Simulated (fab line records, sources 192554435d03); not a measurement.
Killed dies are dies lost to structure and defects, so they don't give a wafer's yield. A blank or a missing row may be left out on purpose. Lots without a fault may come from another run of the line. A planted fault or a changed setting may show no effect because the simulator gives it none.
fab line records | flow n5_finfet
record lots=8 wafers=24 last_day=18
route steps=1938 shown BEOL_M4@1111 BEOL_M7@1329 BEOL_M8@1349 PASSIVATION@1936
lots that met no fault: from a run of the same line without faults
start_h: hours from the record's first day to the start of the lot's first wafer shown | wait_h: hours since the lot's step before | " the same as in the row above | L1.1+2: a row that stands for several wafers | - no value, or no start given | * or withheld: withheld | < > ~ a bound
route shown NAME@n: a module of which the file shows steps, and the number in the route of the first | usual: mean/standard deviation of fault-free wafers | same: alike in all rows | chamber/n: place in a boat | sites: the reading at each site | _std_site: their standard deviation | _edge_site: outer sites' mean less inner sites' | radius_mm: how far each site lies from the wafer's centre | mask NAME#n: copy n | behind: the tool/chamber that last shaped the wafer | hold: why the lot was held/for how many hours/how that ended | device: the transistor (n, p or np) that didn't switch | end of line: the same wafers' tests at the end of the route | a step without rows: its recipe alone | killed: dies lost to structure and defects at the first sort, not the wafer's yield | map: a wafer's dies, x killed, . not, _ none there
set.NAME: the setting as run; set.NAME@STEP: as run at that earlier step | model.NAME: the simulator's own value behind a step, which no gauge read
steps of the route over a sample of lots; a table a step, a row a wafer
services: from which hour (start_h, from the record's first day; less than 0 if before it) a tool's chamber was out of use, for how many hours, and why
## steps
# step N5_BEOL_M4_RC_MEAS_101
# usual DIBL_N=36.0/1.8 DIBL_P=36.3/2.4 IOFF_N=0.16/0.035 IOFF_P=0.21/0.036 ION_N=673/13 ION_P=461/7.2 SS_N=71.4/0.6 SS_P=73.2/0.7 VT_N=250/4 VT_P=-250.9/2.9
# columns lot.wafer tool chamber start_h wait_h DIBL_N[mV/V] DIBL_P[mV/V] IOFF_N[nA/um] IOFF_P[nA/um] ION_N[uA/um] ION_P[uA/um] SS_N[mV/dec] SS_P[mV/dec] VT_N[mV] VT_P[mV]
L779.2 prober-01 0 159.93 0.2 40.9 41.0 0.27 0.32 695 472 72.0 74.4 240 -242.9
L779.4 " 0 " " 39.8 39.5 0.23 0.29 695 474 72.1 74.1 245 -243.5
L779.6 " 0 " " 36.5 35.0 0.16 0.23 669 465 71.2 72.4 252 -247.3
L781.3 prober-01 0 191.50 0.3 36.3 37.4 0.17 0.21 683 462 71.5 73.8 248 -249.2
L781.5 " 0 " " 35.8 37.5 0.16 0.22 672 468 70.7 72.9 250 -247.8
L781.6 " 0 " " 38.5 40.0 0.23 0.26 702 475 71.8 73.9 245 -246.1
L784.1 prober-02 0 218.00 0.0 32.7 32.6 0.10 0.14 643 446 70.0 71.9 259 -257.7
L784.3 " 0 " " 34.2 34.1 0.12 0.16 663 453 71.5 72.7 255 -254.1
L784.4 " 0 " " 35.7 37.3 0.15 0.20 692 471 71.5 73.3 248 -249.6
L795.1 prober-01 0 275.95 0.0 35.5 34.3 0.13 0.18 662 454 70.9 72.9 255 -251.6
L795.3 " 0 " " 32.1 31.1 0.09 0.13 640 441 70.4 72.0 259 -256.4
L795.5 " 0 " " 34.3 32.7 0.11 0.15 664 460 70.6 72.1 256 -255.7
L796.3 prober-02 0 280.20 0.3 35.5 37.7 0.18 0.22 683 467 70.6 73.8 247 -248.6
L796.5 " 0 " " 34.0 35.7 0.14 0.19 682 469 71.1 72.9 251 -251.5
L796.6 " 0 " " 36.1 37.6 0.17 0.23 680 457 71.8 73.7 247 -248.3
L800.1 prober-01 0 316.37 0.0 36.3 34.9 0.15 0.20 679 465 71.5 73.1 246 -251.2
L800.4 " 0 " " 36.6 36.3 0.15 0.22 671 459 70.9 73.6 249 -251.9
L800.5 " 0 " " 35.2 33.6 0.13 0.17 661 450 71.0 71.9 250 -253.3
L802.2 prober-01 0 318.44 0.2 37.2 37.1 0.16 0.21 673 457 71.4 73.4 250 -252.4
L802.3 " 0 " " 37.9 36.6 0.16 0.21 681 461 72.1 74.0 250 -252.9
L802.5 " 0 " " 39.3 38.0 0.20 0.25 687 464 72.2 73.7 247 -246.7
L801.1 prober-02 0 319.72 0.0 37.5 39.3 0.18 0.24 691 475 71.0 73.8 246 -246.5
L801.2 " 0 " " 37.7 39.7 0.18 0.25 680 471 72.0 74.1 247 -247.2
L801.5 " 0 " " 36.6 38.0 0.16 0.23 685 474 71.1 73.4 246 -248.1
# step N5_BEOL_M7_DEP_56
# recipe material=SiCN target_thk_a=100 temp_c=withheld precursor=3MS/NH3 pressure_torr=3 rf_w=202 time_s=17.5
# usual showerhead_plenum_p_Torr=3.663/0.011 throttle_valve_pct=9.3/0.59
# columns lot.wafer tool chamber start_h wait_h showerhead_plenum_p_Torr throttle_valve_pct
L779.2 pecvd-01 2 189.26 0.0 3.648 8.9
L779.4 " 0 " " 3.664 9.6
L779.6 " 1 " " 3.660 8.0
L781.3 pecvd-04 1 223.56 0.0 3.673 10.0
L781.5 " 0 " " 3.675 9.4
L781.6 " 1 " " 3.677 9.8
L784.1 pecvd-04 2 246.66 0.0 3.661 8.7
L784.3 " 0 " " 3.672 9.5
L784.4 " 2 " " 3.664 8.5
L795.1 pecvd-03 1 305.93 0.0 3.664 10.0
L795.3 " 0 " " 3.663 9.3
L795.5 " 1 " " 3.674 9.8
L796.3 pecvd-03 1 313.63 0.0 3.671 9.9
L796.5 " 2 " " 3.661 9.2
L796.6 " 0 " " 3.668 9.4
L800.1 pecvd-04 0 354.53 0.0 3.670 9.3
L800.4 " 1 " " 3.667 10.1
L800.5 " 0 " " 3.677 9.4
L802.2 pecvd-03 0 354.81 0.0 3.660 9.3
L802.3 " 1 " " 3.669 9.8
L802.5 " 1 " " 3.669 10.0
L801.1 pecvd-03 0 357.19 0.0 3.659 9.3
L801.2 " 2 " " 3.661 8.9
L801.5 " 2 " " 3.659 9.0
# step N5_BEOL_M8_ETCH_61
# recipe chemistry=CF4 target=SiARC target_depth_a=455 mask_material=CAR-ArF time_s=75.8 ion_energy_ev=80 pressure_mtorr=40 source_w=545 bias_w=36 Ar_flow_sccm=100 cf4_flow_sccm=100 ends=cleared
# usual drypump_motor_current_A=5.6/0.58 etch_rf_on_time_s=75.7/1.3 oes_product_au=0.70/0.078 rf_vpp_V=183.9/1.1 showerhead_plenum_p_Torr=2.14/0.075 throttle_valve_pct=15.56/0.29
# columns lot.wafer tool chamber start_h wait_h drypump_motor_current_A etch_rf_on_time_s oes_product_au rf_hours_counter_h rf_vpp_V showerhead_plenum_p_Torr throttle_valve_pct
L779.2 rie_diel-06 1 191.35 0.0 4.9 75.7 0.64 157 182.9 2.07 15.98
L779.4 " 1 " " 4.8 74.9 0.64 - 183.1 2.07 15.97
L779.6 " 3 " " 5.5 77.6 0.58 - 182.9 2.03 15.86
L781.3 rie_diel-06 3 228.25 0.0 5.5 79.0 0.57 240 181.4 2.03 15.90
L781.5 " 3 " " 5.5 79.3 0.56 - 182.4 2.03 15.90
L781.6 " 2 " " 6.7 75.3 0.83 - 184.9 2.29 15.26
L784.1 rie_diel-06 0 250.41 0.0 5.6 75.3 0.64 183 183.0 2.15 15.72
L784.3 " 1 " " 4.9 76.2 0.63 183 182.0 2.06 16.03
L784.4 " 1 " " 4.9 76.1 0.63 - 183.4 2.06 16.03
L795.1 rie_diel-06 2 308.16 0.0 6.6 74.4 0.77 38 185.1 2.27 15.31
L795.3 " 0 " " 5.6 74.4 0.63 205 183.0 2.14 15.77
L795.5 " 0 " " 5.6 74.7 0.63 - 183.9 2.14 15.77
L796.3 rie_diel-06 1 316.65 0.0 4.9 75.0 0.61 209 182.6 2.06 16.08
L796.5 " 0 " " 5.6 73.9 0.63 - 185.0 2.14 15.78
L796.6 " 3 " " 5.5 76.0 0.75 - 185.0 2.27 15.49
L800.1 rie_diel-05 1 357.92 0.0 5.8 77.2 0.75 43 184.9 2.10 15.40
L800.4 " 0 " " 6.1 77.0 0.68 103 181.3 2.08 15.40
L800.5 " 3 " " 6.1 74.6 0.82 - 185.9 2.18 15.58
L802.2 rie_diel-05 1 358.18 0.0 5.8 77.9 0.75 44 182.4 2.10 15.41
L802.3 " 0 " " 6.1 77.8 0.67 103 183.5 2.08 15.41
L802.5 " 0 " " 6.1 76.7 0.68 - 184.9 2.08 15.41
L801.1 rie_diel-01 0 359.00 0.0 4.9 76.6 0.63 172 183.4 2.05 15.79
L801.2 " 1 " " 5.1 76.4 0.60 223 183.4 2.11 15.68
L801.5 " 0 " " 4.9 76.7 0.65 - 183.0 2.05 15.79
# step N5_BEOL_M8_STRIP_67
# recipe chemistry=CF4 resist=SiARC power_w=300 bias_power_w=75 pressure_mtorr=50 cf4_flow_sccm=150 rf_frequency_hz=6e+07
# usual bias_power_w=75.02/0.21 cf4_flow_sccm=150.0/0.48 drypump_motor_current_A=5.6/0.57 oes_product_au=0.81/0.09 rf_vpp_V=271.1/1.8 showerhead_plenum_p_Torr=1.78/0.061 throttle_valve_pct=13.52/0.3
# columns lot.wafer tool chamber start_h wait_h bias_power_w cf4_flow_sccm drypump_motor_current_A oes_product_au rf_hours_counter_h rf_vpp_V showerhead_plenum_p_Torr throttle_valve_pct
L779.2 rie_diel-06 1 191.55 0.0 75.25 150.1 4.9 0.76 157 270.4 1.73 13.92
L779.4 " 1 " " 74.81 150.4 4.9 0.75 - 269.2 1.73 13.90
L779.6 " 3 " " 75.23 150.0 5.5 0.69 - 269.9 1.69 13.82
L781.3 rie_diel-06 3 228.45 0.0 75.14 149.6 5.4 0.68 240 268.2 1.69 13.84
L781.5 " 3 " " 74.80 149.7 5.4 0.68 - 268.4 1.69 13.85
L781.6 " 2 " " 75.21 150.7 6.6 0.98 - 274.8 1.92 13.20
L784.1 rie_diel-06 0 250.62 0.0 74.99 149.7 5.6 0.75 183 271.6 1.79 13.66
L784.3 " 1 " " 75.05 149.2 4.9 0.73 - 268.9 1.73 13.98
L784.4 " 0 " " 75.29 149.0 5.6 0.75 - 270.9 1.79 13.69
L795.1 rie_diel-06 2 308.37 0.0 - - - - - - - -
L795.3 " 0 " " - - - - - - - -
L795.5 " 0 " " - - - - - - - -
L796.3 rie_diel-06 1 316.85 0.0 - - - - - - - -
L796.5 " 0 " " - - - - - - - -
L796.6 " 3 " " - - - - - - - -
L800.1 rie_diel-05 1 358.12 0.0 74.97 150.1 5.8 0.89 44 270.3 1.75 13.33
L800.4 " 0 " " 74.79 150.5 6.1 0.80 103 270.2 1.75 13.36
L800.5 " 3 " " 75.05 149.8 6.1 0.95 - 273.4 1.82 13.48
L802.2 rie_diel-05 1 358.38 0.0 75.15 149.9 5.8 0.89 44 272.4 1.75 13.33
L802.3 " 0 " " 74.92 149.5 6.1 0.80 103 268.5 1.75 13.38
L802.5 " 0 " " 74.65 150.2 6.1 0.80 - 270.0 1.75 13.38
L801.1 rie_diel-01 0 359.20 0.0 74.71 150.2 4.9 0.75 172 268.4 1.72 13.80
L801.2 " 1 " " 74.88 149.8 5.1 0.69 223 270.3 1.78 13.69
L801.5 " 0 " " 74.86 149.9 4.9 0.75 - 267.6 1.72 13.80
# step N5_BEOL_M8_HM_OPEN_17
# recipe chemistry=Cl2/BCl3 target_depth_a=200 overetch_a=60 target=TiN mask_material=SOC ion_energy_ev=150 pressure_mtorr=10 icp_w=1000 bias_w=126 Cl2_flow_sccm=53.25 bcl3_flow_sccm=21.75 Ar_flow_sccm=25
# usual drypump_motor_current_A=6.0/0.33 oes_product_au=0.68/0.06 throttle_valve_pct=22.10/0.21
# columns lot.wafer tool chamber start_h wait_h drypump_motor_current_A oes_product_au rf_hours_counter_h throttle_valve_pct
L779.2 rie_metal-01 1 191.60 0.0 6.1 0.69 32 22.21
L779.4 " 0 " " 5.3 0.66 - 21.72
L779.6 " 1 " " 6.2 0.69 - 22.23
L781.3 rie_metal-03 1 228.52 0.1 6.1 0.52 - 22.02
L781.5 " 1 " " 6.1 0.52 - 22.01
L781.6 " 0 " " 6.3 0.68 - 22.07
L784.1 rie_metal-01 0 250.67 0.0 5.3 0.65 44 21.74
L784.3 " 1 " " 6.1 0.67 - 22.25
L784.4 " 0 " " 5.3 0.64 - 21.75
L795.1 rie_metal-01 0 308.41 0.0 5.3 0.63 50 21.77
L795.3 " 1 " " 6.1 0.64 - 22.28
L795.5 " 0 " " 5.3 0.64 - 21.76
L796.3 rie_metal-01 0 316.92 0.1 5.3 0.62 - 21.76
L796.5 " 0 " " 5.3 0.63 - 21.75
L796.6 " 1 " " 6.1 0.66 - 22.27
L800.1 rie_metal-02 1 358.16 0.0 6.2 0.69 22 22.42
L800.4 " 0 " " 6.1 0.69 - 22.17
L800.5 " 0 " " 6.1 0.69 - 22.14
L802.2 rie_metal-01 0 358.42 0.0 5.3 0.62 55 21.80
L802.3 " 0 " " 5.3 0.62 - 21.77
L802.5 " 1 " " 6.2 0.65 - 22.27
L801.1 rie_metal-02 0 359.24 0.0 6.1 0.70 26 22.13
L801.2 " 1 " " 6.2 0.69 22 22.41
L801.5 " 0 " " 6.1 0.69 - 22.17
# step N5_BEOL_M8_ETCH_66
# recipe chemistry=N2/H2 target=SOC target_depth_a=800 overetch_a=160 mask_material=SiARC temp_c=40 time_s=120 ion_energy_ev=200 pressure_mtorr=30 source_w=840 bias_w=150 n2_flow_sccm=200 h2_flow_sccm=200
# usual drypump_motor_current_A=5.7/0.57 n2_flow_sccm=200.0/0.64 oes_product_au=0.62/0.073 rf_vpp_V=523.6/2.6 showerhead_plenum_p_Torr=2.54/0.096 throttle_valve_pct=17.79/0.29
# columns lot.wafer tool chamber start_h wait_h drypump_motor_current_A n2_flow_sccm oes_product_au rf_hours_counter_h rf_vpp_V showerhead_plenum_p_Torr throttle_valve_pct
L779.2 rie_diel-05 2 193.81 0.0 5.5 200.6 0.52 249 525.9 2.62 17.84
L779.4 " 3 " " 6.1 200.4 0.54 205 525.8 2.62 18.15
L779.6 " 0 " " 6.1 198.9 0.67 - 522.2 2.48 17.48
L781.3 rie_diel-06 3 231.36 0.0 5.5 199.4 0.52 241 518.2 2.42 18.35
L781.5 " 1 " " 4.9 199.2 0.57 - 520.3 2.43 18.09
L781.6 " 2 " " 6.6 199.3 0.75 - 528.8 2.72 17.53
L784.1 rie_diel-01 2 251.68 0.0 6.4 201.5 0.62 94 523.9 2.56 17.30
L784.3 " 3 " " 5.2 199.2 0.72 17 522.4 2.51 17.70
L784.4 " 1 " " 5.1 199.6 0.55 188 523.6 2.53 17.83
L795.1 rie_diel-06 2 312.43 0.0 6.6 200.5 0.91 39 529.0 2.71 17.62
L795.3 " 1 " " 4.9 200.7 0.71 208 521.9 2.42 18.17
L795.5 " 1 " " 4.9 201.2 0.71 - 519.9 2.42 18.18
L796.3 rie_diel-06 3 318.82 0.0 5.5 200.0 0.89 17 527.8 2.74 18.10
L796.5 " 3 " " 5.5 199.8 0.89 - 528.2 2.74 18.10
L796.6 " 0 " " 5.6 199.1 0.75 - 522.9 2.52 17.85
L800.1 rie_diel-06 1 359.15 0.0 4.9 200.2 0.55 219 520.4 2.42 18.17
L800.4 " 3 " " 5.4 199.0 0.65 31 528.2 2.73 18.09
L800.5 " 2 " " 6.6 201.0 0.67 - 527.9 2.70 17.62
L802.2 rie_diel-06 1 360.60 0.0 4.9 199.1 0.55 220 519.6 2.42 18.17
L802.3 " 0 " " 5.6 200.9 0.55 222 524.6 2.51 17.83
L802.5 " 2 " " 6.7 200.2 0.67 - 526.2 2.70 17.61
L801.1 rie_diel-06 1 361.28 0.0 4.8 199.0 0.54 220 520.0 2.42 18.17
L801.2 " 0 " " 5.6 199.6 0.55 222 522.2 2.51 17.83
L801.5 " 0 " " 5.6 199.3 0.55 - 524.1 2.51 17.83
# step N5_BEOL_M8_OCD_MEAS_38
# usual trench_depth_nm=93.8/1.1
# columns lot.wafer tool chamber start_h wait_h trench_depth_nm
L779.2 ocd-02 - 194.16 - 90.5
L779.4 " - " " 92.4
L779.6 " - " " 94.2
L781.3 ocd-02 - 231.71 - 91.3
L781.5 " - " " 91.5
L781.6 " - " " 93.3
L784.1 ocd-02 - 252.03 - 96.5
L784.3 " - " " 94.2
L784.4 " - " " 94.2
L795.1 ocd-01 - 312.78 - -
L795.3 " - " " -
L795.5 " - " " -
L796.3 ocd-02 - 319.17 - -
L796.5 " - " " -
L796.6 " - " " -
L800.1 ocd-02 - 359.50 - 93.6
L800.4 " - " " 94.4
L800.5 " - " " 94.6
L802.2 ocd-01 - 360.95 - 93.6
L802.3 " - " " 94.6
L802.5 " - " " 95.0
L801.1 ocd-02 - 361.62 - 93.6
L801.2 " - " " 94.9
L801.5 " - " " 94.9
# step N5_PASSIVATION_PROBE_49
# usual defect_limited_yield=91.2/1.4 killed_at_M0_to_M3=35/11 killed_at_M4_up=14/5.6 killed_at_contacts=12/5.6 killed_at_front_end=38/11 killed_at_other=4/3.4 killed_dies=103/17 killed_on_rim=13/3.5 killed_open=68/12 killed_short=33/8.8 sort_bin_5_function=5.1/0.89 sort_bin_6_memory=3.3/0.71 sort_n_pass=1077/17 sort_yield_pct=91.2/1.4
# same gross_dies=1180 killed_at_back_side=0 sort_bin_4_leakage[%]=0 sort_bin_8_speed[%]=0
# columns lot.wafer tool chamber start_h wait_h defect_limited_yield[%] killed_at_M0_to_M3 killed_at_M4_up killed_at_contacts killed_at_front_end killed_at_other killed_dies killed_on_rim killed_open killed_short sort_bin_5_function[%] sort_bin_6_memory[%] sort_n_pass sort_yield_pct[%]
L795.1 prober-01 - 390.96 0.0 0 35 1084 14 45 2 1180 152 87 36 95.0 4.7 0 0
L795.3 prober-01 - 391.06 0.1 0 23 1081 18 53 5 1180 152 75 39 95.4 4.2 0 0
L795.5 prober-01 - 391.16 0.2 0 23 1080 21 54 2 1180 152 69 60 95.3 4.0 0 0
L796.3 prober-01 - 395.27 0.8 0 37 1082 6 52 3 1180 152 58 51 95.8 3.7 0 0
L796.5 prober-01 - 395.37 0.9 0 50 1081 15 33 1 1180 152 69 39 96.4 3.4 0 0
L796.6 prober-01 - 395.42 1.0 0 45 1075 13 46 1 1180 152 68 55 94.9 4.7 0 0
# killed by level:class
L795.1 BEOL_M8:area_etch=1057 BEOL_M4:geometric_particle:open=16 BEOL_M0_SAQP:geometric_particle:short=15 FIN_SAQP:geometric_particle:open=13 MOL_CONTACT_COAG:geometric_particle:open=11 FIN_SAQP:geometric_particle:short=8 STI_FIN_REVEAL:geometric_particle:open=7 BEOL_M0_SAQP:geometric_particle:open=7
L795.3 BEOL_M8:area_etch=1065 FIN_SAQP:geometric_particle:open=18 MOL_CONTACT_COAG:geometric_particle:open=16 FIN_SAQP:geometric_particle:short=14 BEOL_M0_SAQP:geometric_particle:open=8 BEOL_M0_SAQP:geometric_particle:short=7 BEOL_M4:geometric_particle:short=5 STI_FIN_REVEAL:geometric_particle:open=4
L795.5 BEOL_M8:area_etch=1049 FIN_SAQP:geometric_particle:open=19 BEOL_M4:geometric_particle:short=19 MOL_CONTACT_COAG:geometric_particle:open=15 FIN_SAQP:geometric_particle:short=8 BEOL_M0_SAQP:geometric_particle:short=8 MOL_CONTACT_COAG:geometric_particle:short=6 BEOL_M4:geometric_particle:open=5
L796.3 BEOL_M8:area_etch=1069 STI_FIN_REVEAL:geometric_particle:open=12 FIN_SAQP:geometric_particle:short=10 BEOL_M3:geometric_particle:open=9 BEOL_M0_SAQP:geometric_particle:short=9 FIN_SAQP:geometric_particle:open=8 GATE_CUT:geometric_particle:short=8 STI_FIN_REVEAL:geometric_particle:short=7
L796.5 BEOL_M8:area_etch=1071 MOL_CONTACT_COAG:geometric_particle:open=15 BEOL_M1:geometric_particle:open=11 BEOL_M0_SAQP:geometric_particle:open=9 GATE_CUT:geometric_particle:short=8 BEOL_M0_SAQP:geometric_particle:short=8 BEOL_M0:geometric_particle:open=7 BEOL_M1:geometric_particle:short=6
L796.6 BEOL_M8:area_etch=1057 FIN_SAQP:geometric_particle:short=14 MOL_CONTACT_COAG:geometric_particle:open=12 BEOL_M1:geometric_particle:open=9 BEOL_M4:geometric_particle:open=9 BEOL_M0:geometric_particle:open=7 BEOL_M1:geometric_particle:short=7 BEOL_M0_SAQP:geometric_particle:short=6
## services
# columns tool chamber start_h hours kind
pecvd-03 2 170.54 5.2 repair
rie_metal-03 - 177.06 1.4 pm
rie_diel-06 2 186.97 - clean
rie_diel-06 2 186.97 - consumable_replace:focus_ring
rie_diel-06 2 186.97 - consumable_replace:showerhead
rie_diel-06 2 186.97 13.7 scheduled_down
rie_diel-06 2 186.97 13.7 vent_cycle
pecvd-01 - 190.93 2.6 repair
rie_diel-05 2 197.50 - clean
rie_diel-05 - 220.37 0.1 repair
rie_metal-02 - 233.82 14.6 pm
pecvd-03 1 241.93 22.3 repair
rie_diel-05 - 242.12 2.8 pm
rie_diel-05 0 249.32 13.7 repair
rie_diel-06 3 249.67 - clean
rie_diel-06 3 249.67 - consumable_replace:focus_ring
rie_diel-06 3 249.67 - consumable_replace:showerhead
rie_diel-06 3 249.67 21.2 scheduled_down
rie_diel-06 3 249.67 21.2 vent_cycle
rie_diel-01 1 266.36 5.0 repair
pecvd-01 - 293.53 14.6 pm
rie_diel-06 - 323.83 2.8 pm
rie_metal-02 - 346.79 0.3 repair
rie_diel-06 1 353.19 3.7 repair
## key
first_sign step=N5_BEOL_M8_STRIP_67 reading=tool_record direction=missing
effect step=N5_BEOL_M8_ETCH_66 reading=oes_product_au direction=up sigmas=2.6 usual=0.62 struck=0.81
effect step=N5_BEOL_M8_OCD_MEAS_38 reading=trench_depth_nm direction=missing
effect step=N5_PASSIVATION_PROBE_49 reading=killed_at_M4_up direction=up sigmas=99+ usual=14 struck=1080
more_kills_born_at N5_BEOL_M8_ETCH_66@rie_diel-06=6368
met_at N5_BEOL_M8_STRIP_67
struck_lots L795,L796
later_rows_left_out L795.1,L795.3,L795.5,L796.3,L796.5,L796.6
not_acting_at N5_BEOL_M7_DEP_56,N5_BEOL_M8_ETCH_61,N5_BEOL_M8_HM_OPEN_17
onset_between 250.62 308.37
fault kind=skipped_step_whole tool=rie_diel-06 chamber=- onset_h=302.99 steps=N5_BEOL_M8_STRIP_67 scope=struck_lots_only
# later_rows_left_out: the simulator's readings of these wafers behind a module that went badly wrong aren't trusted and aren't shown, but for the sort
